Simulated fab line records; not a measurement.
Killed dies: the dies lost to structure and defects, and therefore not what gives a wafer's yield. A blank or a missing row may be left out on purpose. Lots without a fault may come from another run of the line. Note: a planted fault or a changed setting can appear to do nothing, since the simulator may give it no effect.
2 desks looking at one fault + flow nand harc + what lay behind the numbers comes last; until then each desk has only its own

## AT THE METROLOGY DESK
What the gauges read for every lot (on any tool): the sampled wafers with a number, averaged. A lot is out of limits, marked OUT, if its mean lies more than 4 standard deviations from the usual mean; the brackets give that distance.
Columns: A = thk nm at NHARC_P_M2_THK_MEAS_24, usual 145.1 nm
| lot  | first seen here | A     |
|------|-----------------|-------|
| L206 | day 6 07:43     | 145.6 |
| L207 | day 6 16:49     | 145.9 |
| L208 | day 6 17:08     | 144.4 |
| L209 | day 7 08:50     | 144.8 |
| L210 | day 7 09:23     | 145.3 |
| L211 | day 7 15:19     | 144.7 |
| L215 | day 8 16:53     | 146.1 |
| L216 | day 8 22:13     | 143.8 |
| L219 | day 9 11:25     | 145.7 |
| L225 | day 11 10:14    | 146.9 |
| L228 | day 11 18:23    | 145.7 |
| L229 | day 12 02:13    | 146.2 |
This desk's verdict: no lot among the 12 shows anything out of limits.

## TOOL OWNER'S DESK, ecd cu-01
The tool's own readings at NHARC_P_M2_ECD_22 (material Cu, target thk 400 nm): means of the sampled wafers that have a number, for each lot that ran on this tool. A lot is out of limits, marked OUT, if its mean lies more than 4 standard deviations from the usual mean; the brackets give that distance.
Columns: A = bath temp c at NHARC_P_M2_ECD_22, usual 25.00 C
| lot  | first seen here | A     |
|------|-----------------|-------|
| L210 | day 7 08:23     | 25.06 |
| L211 | day 7 14:20     | 24.98 |
| L215 | day 8 15:53     | 24.96 |
| L219 | day 9 10:23     | 24.79 |
| L228 | day 11 17:24    | 24.94 |
| L229 | day 12 01:11    | 25.06 |
This desk's verdict: no lot among the 6 shows anything out of limits.

## ALL TOGETHER
Metrology desk: nothing out of limits seen.
The desk of the tool owner found nothing out of limits.

## WHAT THE SIMULATOR HAD PUT IN
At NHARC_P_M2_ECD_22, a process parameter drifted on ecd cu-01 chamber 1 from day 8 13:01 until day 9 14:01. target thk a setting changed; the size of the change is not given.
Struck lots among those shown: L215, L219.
